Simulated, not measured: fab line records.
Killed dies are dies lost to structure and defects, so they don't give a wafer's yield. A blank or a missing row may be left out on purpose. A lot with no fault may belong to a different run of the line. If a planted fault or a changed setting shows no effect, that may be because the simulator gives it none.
Split-lot study -- flow n5 finfet -- 39 wafers read from 7 lots, route of 1938 steps

SPLIT DETAILS
At N5_MIM_BOT_ETCH_ETCH_00 (etches TiN in Cl2/BCl3, target depth 45.5 nm), the setting target depth a was moved away from the recipe's 455 angstrom on 12 of the 39 wafers read, by +27.8% to +44.9%. The other wafers ran this setting at the recipe's value.

The split's own step is where the reading is taken.

THE READING
etch.depth nm (the simulator's own value, which no gauge read), in nm, at N5_MIM_BOT_ETCH_ETCH_00 (etches TiN in Cl2/BCl3, target depth 45.5 nm). The file does not state a usual value for it. Across the 27 wafers here that went through the recipe, the average is 45.75 nm and the standard deviation 0.55 nm.

wafer,"tool, chamber at the split","target depth a as run, angstrom",against the recipe,"etch.depth nm, nm",against lot-mates on the recipe
L076.1,"rie metal-03, 0",455,recipe,46.01,-
L076.3,"rie metal-03, 1",455,recipe,46,-
L076.4,"rie metal-03, 0",455,recipe,46.1,-
L081.1,"rie metal-03, 0",581.6,+27.8%,58.85,+12.83
L081.2,"rie metal-03, 1",455,recipe,46.06,-
L081.3,"rie metal-03, 1",455,recipe,45.92,-
L081.4,"rie metal-03, 0",581.6,+27.8%,58.87,+12.85
L081.5,"rie metal-03, 0",581.6,+27.8%,59.22,+13.20
L081.6,"rie metal-03, 1",455,recipe,46.08,-
L084.1,"rie metal-03, 1",455,recipe,45.58,-
L084.2,"rie metal-03, 0",455,recipe,46.25,-
L084.3,"rie metal-03, 1",648,+42.4%,65.43,+19.41
L084.4,"rie metal-03, 0",648,+42.4%,66.19,+20.17
L084.5,"rie metal-03, 1",648,+42.4%,65.3,+19.28
L084.6,"rie metal-03, 0",455,recipe,46.23,-
L086.1,"rie metal-01, 1",455,recipe,44.74,-
L086.2,"rie metal-01, 0",455,recipe,44.56,-
L086.3,"rie metal-01, 0",455,recipe,45.09,-
L086.4,"rie metal-01, 1",659.4,+44.9%,65.16,+20.36
L086.5,"rie metal-01, 1",659.4,+44.9%,64.29,+19.49
L086.6,"rie metal-01, 0",659.4,+44.9%,64.7,+19.90
L087.1,"rie metal-03, 0",455,recipe,46.54,-
L087.2,"rie metal-03, 1",455,recipe,46.43,-
L087.3,"rie metal-03, 1",455,recipe,46.68,-
L087.4,"rie metal-03, 0",455,recipe,46.33,-
L087.5,"rie metal-03, 1",455,recipe,46.2,-
L087.6,"rie metal-03, 0",455,recipe,46.14,-
L090.1,"rie metal-02, 1",455,recipe,45.38,-
L090.2,"rie metal-02, 1",455,recipe,45.76,-
L090.3,"rie metal-02, 1",455,recipe,45.48,-
L090.4,"rie metal-02, 1",455,recipe,45.23,-
L090.5,"rie metal-02, 1",455,recipe,45.65,-
L090.6,"rie metal-02, 1",455,recipe,45.14,-
L096.1,"rie metal-01, 0",613.7,+34.9%,60.98,+15.73
L096.2,"rie metal-01, 1",613.7,+34.9%,60.75,+15.50
L096.3,"rie metal-01, 1",455,recipe,45.26,-
L096.4,"rie metal-01, 0",455,recipe,45.18,-
L096.5,"rie metal-01, 0",455,recipe,45.3,-
L096.6,"rie metal-01, 1",613.7,+34.9%,60.74,+15.49

FIT RESULTS
A straight line over all 39 wafers: etch.depth nm changes by +0.445 nm for each +1% of target depth a; r = +1.00; the points scatter about the line by 0.7 nm.
The same after taking each lot's own level away (the mean of its wafers on the recipe; 39 wafers): +0.453 nm for each +1%; r = +1.00; scatter 0.31 nm.
Per that fit: largest target depth a move, reading shift of 20 nm.
Measured against the standard deviation above, the lots' own levels, which go from 44.797 to 46.387 nm, span 2.9 times it.
So the lot-to-lot level changes the slope little: the two slopes agree.
Check: with one of the wafers moved furthest among these (+44.9%) left out of the fit, the line predicts +20.3 nm for it against its lot-mates. Against them it came out at +20.4 nm.

OTHER SPLITS APPLIED TO THESE WAFERS
These wafers also went through other splits before the reading. Each is held against what the fit with the lots' levels taken away leaves over:
other split on the same wafers,wafers away from the commonest value,r with etch.depth nm (lot level and that fit taken away)
N5_BEOL_M13_TRENCH_ETCH_34 time s,15,-0.07

FILE'S OWN FIT
etch.depth nm changes by +0.453 nm for each +1% of target depth a, r = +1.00.
